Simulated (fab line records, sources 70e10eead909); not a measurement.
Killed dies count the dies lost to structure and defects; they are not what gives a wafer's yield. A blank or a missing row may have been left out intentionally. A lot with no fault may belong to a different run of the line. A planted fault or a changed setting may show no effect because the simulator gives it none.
Which tool did it? -- flow nand-harc -- 12 lots with 36 wafers sampled at 5 steps, on a route of 1159 steps

WHAT EACH GAUGE READ, for each wafer
NHARC_END_SORT_01.
lot,measured,on,killed-at-array,killed-at-other,killed-at-periphery,killed-dies,killed-open,killed-short
L573,day 22 13:32,prober-02,676 675 32,0 1 0,1 1 2,677 677 34,1 2 2,1 3 3
L574,day 23 04:05,prober-02,671 40 674,3 1 1,3 3 2,677 44 677,4 5 9,3 6 3

WHICH TOOL RAN EACH LOT (tool, then ch and the chambers of the sampled wafers, then the start)
lot,NHARC_A_STAIRCASE_DESCUM_168,NHARC_A_STAIRCASE_TRIM_16,NHARC_A_STAIRCASE_ETCH_23,NHARC_A_STAIRCASE_STRIP_175
L560,"rie-diel-13 ch 0,1,3, day 11 01:14","rie-diel-11 ch 0,2,3, day 11 04:43 or earlier","rie-diel-13 ch 0,1,2, day 11 04:43","plasma-asher-01 ch 0,1, day 11 05:27"
L562,"rie-diel-13 ch 1,2, day 11 05:11","rie-diel-11 ch 0,3, day 11 10:04 or earlier","rie-diel-01 ch 0,1, day 11 10:04","plasma-asher-01 ch 0,1, day 11 10:58"
L561,"rie-diel-01 ch 1,2,3, day 11 06:19","rie-diel-01 ch 2,3, day 11 09:46 or earlier","rie-diel-13 ch 1,2, day 11 09:46","plasma-asher-01 ch 0,1, day 11 10:25"
L563,"rie-diel-01 ch 0,3, day 11 15:19","rie-diel-01 ch 0,2,3, day 11 18:53 or earlier","rie-diel-11 ch 2,3, day 11 18:53","plasma-asher-02 ch 0,1, day 11 20:02"
L564,"rie-diel-01 ch 0,1, day 12 01:07","rie-diel-01 ch 0,1,3, day 12 06:49 or earlier","rie-diel-01 ch 0,1,3, day 12 06:49","plasma-asher-02 ch 0,1, day 12 07:28"
L566,"rie-diel-01 ch 1,2,3, day 12 18:15","rie-diel-11 ch 1,3, day 12 21:55 or earlier","rie-diel-13 ch 1,2, day 12 21:55","plasma-asher-02 ch 1, day 12 22:34"
L568,"rie-diel-01 ch 0,1,2, day 12 21:16","rie-diel-11 ch 0,1,3, day 13 01:08 or earlier","rie-diel-11 ch 0,1,3, day 13 01:08","plasma-asher-01 ch 0,1, day 13 01:49"
L569,"rie-diel-11 ch 0,2,3, day 12 21:26","rie-diel-01 ch 0,2,3, day 13 01:10 or earlier","rie-diel-13 ch 0,2,3, day 13 01:10","plasma-asher-02 ch 0,1, day 13 01:57"
L570,"rie-diel-11 ch 0,1,2, day 13 18:23","rie-diel-01 ch 0,1,2, day 13 22:14 or earlier","rie-diel-11 ch 1,2,3, day 13 22:14","plasma-asher-01 ch 0,1, day 13 22:52"
L571,"rie-diel-11 ch 0,3, day 14 03:25","rie-diel-11 ch 0,1,2, day 14 06:50 or earlier","rie-diel-11 ch 0,2,3, day 14 06:50","plasma-asher-01 ch 0, day 14 07:44"
L573,"rie-diel-13 ch 0,1,2, day 14 07:05","rie-diel-13 ch 0,1,3, day 14 10:45 or earlier","rie-diel-13 ch 0,2,3, day 14 10:45","plasma-asher-01 ch 0,1, day 14 11:28"
L574,"rie-diel-11 ch 1,2, day 14 13:05","rie-diel-01 ch 1,2,3, day 14 16:37 or earlier","rie-diel-13 ch 2,3, day 14 16:37","plasma-asher-01 ch 0,1, day 14 17:23"
- NHARC_A_STAIRCASE_DESCUM_168: chemistry O2, time 3 s.
- NHARC_A_STAIRCASE_TRIM_16: chemistry O2, time 211.2 s.
- NHARC_A_STAIRCASE_ETCH_23: etches the open film in C4F8/O2, target depth 100 nm, time 40.5 s.
- NHARC_A_STAIRCASE_STRIP_175: strips in O2.

AS READ BY THE TOOLS THEMSELVES (means over the sampled wafers that have a number; for cases with no such wafer, the mark the record gives instead)
NHARC_A_STAIRCASE_DESCUM_168.
lot,tool,drypump-motor-current-A (A),oes-product-au (a.u.),rf-vpp-V (V),showerhead-plenum-p-Torr (Torr),throttle-valve-pct (%)
L560,rie-diel-13,5.9,1.006,58.3,1.96,11.323
L562,rie-diel-13,5.4,1.007,58.4,1.95,11.315
L561,rie-diel-01,5.9,1.003,57.8,1.93,11.319
L563,rie-diel-01,5.9,0.998,58.4,1.95,11.312
L564,rie-diel-01,5.7,0.994,57.6,1.85,11.309
L566,rie-diel-01,5.9,0.999,58.6,1.92,11.312
L568,rie-diel-01,5.7,0.998,57.2,1.92,11.315
L569,rie-diel-11,5.6,0.990,58.4,1.95,11.313
L570,rie-diel-11,5.6,1.008,58.0,1.91,11.302
L571,rie-diel-11,5.7,0.992,58.7,2.00,11.318
L573,rie-diel-13,5.8,1.021,57.5,1.97,11.310
L574,rie-diel-11,5.7,0.995,57.0,1.85,11.320

NHARC_A_STAIRCASE_TRIM_16.
lot,tool,drypump-motor-current-A (A),oes-product-au (a.u.),rf-vpp-V (V),showerhead-plenum-p-Torr (Torr),throttle-valve-pct (%)
L560,rie-diel-11,5.6,0.996,57.3,3.60,17.042
L562,rie-diel-11,5.6,0.994,57.5,3.70,17.027
L561,rie-diel-01,5.9,1.008,58.3,3.67,17.042
L563,rie-diel-01,5.8,1.001,57.9,3.63,17.040
L564,rie-diel-01,5.8,1.002,58.7,3.51,17.039
L566,rie-diel-11,5.8,0.990,57.8,3.59,17.036
L568,rie-diel-11,5.7,0.996,58.1,3.61,17.037
L569,rie-diel-01,5.8,1.001,58.4,3.62,17.036
L570,rie-diel-01,5.7,1.004,57.1,3.54,17.040
L571,rie-diel-11,5.6,0.995,57.8,3.52,17.033
L573,rie-diel-13,5.9,1.006,58.1,3.60,17.039
L574,rie-diel-01,5.9,1.004,57.6,3.54,17.047

NHARC_A_STAIRCASE_ETCH_23.
lot,tool,oes-product-au (a.u.),rf-vpp-V (V)
L560,rie-diel-13,0.967,900
L562,rie-diel-01,0.950,893
L561,rie-diel-13,0.940,898
L563,rie-diel-11,0.925,898
L564,rie-diel-01,0.957,896
L566,rie-diel-13,0.979,898
L568,rie-diel-11,0.936,898
L569,rie-diel-13,0.969,898
L570,rie-diel-11,0.921,895
L571,rie-diel-11,0.941,898
L573,rie-diel-13,0.838,898
L574,rie-diel-13,0.842,894

NHARC_A_STAIRCASE_STRIP_175.
lot,tool,drypump-motor-current-A (A),heater-power-w (W)
L560,plasma-asher-01,5.4,361
L562,plasma-asher-01,5.5,365
L561,plasma-asher-01,5.5,365
L563,plasma-asher-02,5.7,354
L564,plasma-asher-02,5.9,353
L566,plasma-asher-02,6.1,357
L568,plasma-asher-01,5.5,350
L569,plasma-asher-02,5.9,353
L570,plasma-asher-01,5.5,358
L571,plasma-asher-01,5.2,349
L573,plasma-asher-01,5.5,353
L574,plasma-asher-01,5.4,347

THE ANSWER, worked out from the rows above alone
Rule: the lots themselves supply what counts as usual. Put in order of their means at a reading, lots are off if they are a third of the lots or fewer, leave a main group of 4 or more, and stand apart from it by a gap of 3 or more times the standard deviation of the main group's means; of several such gaps the widest counts. Not used: any main group whose means are identical at the precision the tables above print for the reading. Also off: a lot with no number at a reading for which 4 or more lots have one. Where the step has rows for the other lots, those lots are counted as sound. After the gauges, taken in route order, come the tools' own readings; for these a lot's mean is taken, as printed above. At the first step where some lot is off, the reading lying furthest off is the one used; lots without a number count as furthest.
Off at NHARC_A_STAIRCASE_ETCH_23 (oes-product-au): L573, L574. The main group: mean 0.949 a.u., standard deviation 0.018.
If a tool, at that step or one of the process steps before it, ran each lot that is off and ran no sound lot following the first of them, it fits. With no start given for some of its lots, NHARC_A_STAIRCASE_TRIM_16 uses the hours and lot order of NHARC_A_STAIRCASE_ETCH_23. One fits: NHARC_A_STAIRCASE_ETCH_23 on rie-diel-13. A fault onset in the window from L569 (day 13 01:10, its last sound lot) to L573 (day 14 10:45, its first lot off) fits.
The tool's own readings at NHARC_A_STAIRCASE_ETCH_23 bear it out: on the lots that are off they differ by more than 5 times the standard deviation of the sound lots' means. oes-product-au reads 0.840 a.u. there against 0.949 a.u. on the sound lots.

WHAT HAD BEEN PUT IN BY THE SIMULATOR
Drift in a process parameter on rie-diel-13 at NHARC_A_STAIRCASE_ETCH_23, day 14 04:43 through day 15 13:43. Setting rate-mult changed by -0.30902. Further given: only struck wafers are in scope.
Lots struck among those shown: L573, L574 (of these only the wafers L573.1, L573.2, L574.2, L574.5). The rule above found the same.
